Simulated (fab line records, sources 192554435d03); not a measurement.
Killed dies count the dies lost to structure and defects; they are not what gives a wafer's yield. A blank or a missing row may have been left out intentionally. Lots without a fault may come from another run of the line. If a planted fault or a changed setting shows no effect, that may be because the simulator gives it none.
The tool behind it: which one? / flow n5-finfet / route of 1938 steps, sampled at 1 step: 11 lots, 33 wafers

WHAT THE GAUGES READ, wafer by wafer
N5_BEOL_M9_INSPECT_30: inspects for defects (brightfield).
lot=L365; measured=day 10 02:23; on=defect-inspect-01; raw-defect-count=281 493 440
lot=L368; measured=day 10 05:24; on=defect-inspect-01; raw-defect-count=446 434 392
lot=L367; measured=day 10 11:40; on=defect-inspect-01; raw-defect-count=345 539 386
lot=L369; measured=day 11 00:36; on=defect-inspect-01; raw-defect-count=610 578 490
lot=L371; measured=day 11 09:40; on=defect-inspect-01; raw-defect-count=334 284 334
lot=L372; measured=day 11 17:17; on=defect-inspect-02; raw-defect-count=417 450 800
lot=L381; measured=day 14 09:53; on=defect-inspect-02; raw-defect-count=490 584 567
lot=L384; measured=day 14 13:36; on=defect-inspect-02; raw-defect-count=451 498 670
lot=L383; measured=day 14 13:47; on=defect-inspect-01; raw-defect-count=431 423 498
lot=L388; measured=day 15 14:55; on=defect-inspect-01; raw-defect-count=475 311 384
lot=L382; measured=day 16 04:24; on=defect-inspect-01; raw-defect-count=391 331 294

WHICH TOOL RAN EACH LOT (tool, then ch and the chambers of the sampled wafers, then the start)
The record shows no process step preceding these readings.

AS READ BY THE TOOLS THEMSELVES (means over the sampled wafers that have a number; for cases with no such wafer, the mark the record gives instead)
The record holds no such reading with a usual standard deviation.

THE ANSWER, worked out from the rows above alone
Rule: the usual values come from the lots themselves. The widest of any qualifying gaps counts: lots, ordered by their means at a reading, are off when they make up no more than a third of the lots, leave a main group of 4 or more, and stand apart from it by 3 or more times the standard deviation of that group's means. The tables above print the reading to a certain number of digits; a main group whose means all agree to those digits is not used. A lot without any number at a reading at which 4 lots or more have one is off too. The other lots that the step has rows for count as sound. After the gauges, taken in route order, come the tools' own readings; for these a lot's mean is taken, as printed above. The first step at which some lot is off is used, and at that step the reading that is off furthest; a lot without a number counts as furthest.
Nothing can be told from this: no lot is off at any reading shown.

WHAT THE SIMULATOR HAD PUT IN
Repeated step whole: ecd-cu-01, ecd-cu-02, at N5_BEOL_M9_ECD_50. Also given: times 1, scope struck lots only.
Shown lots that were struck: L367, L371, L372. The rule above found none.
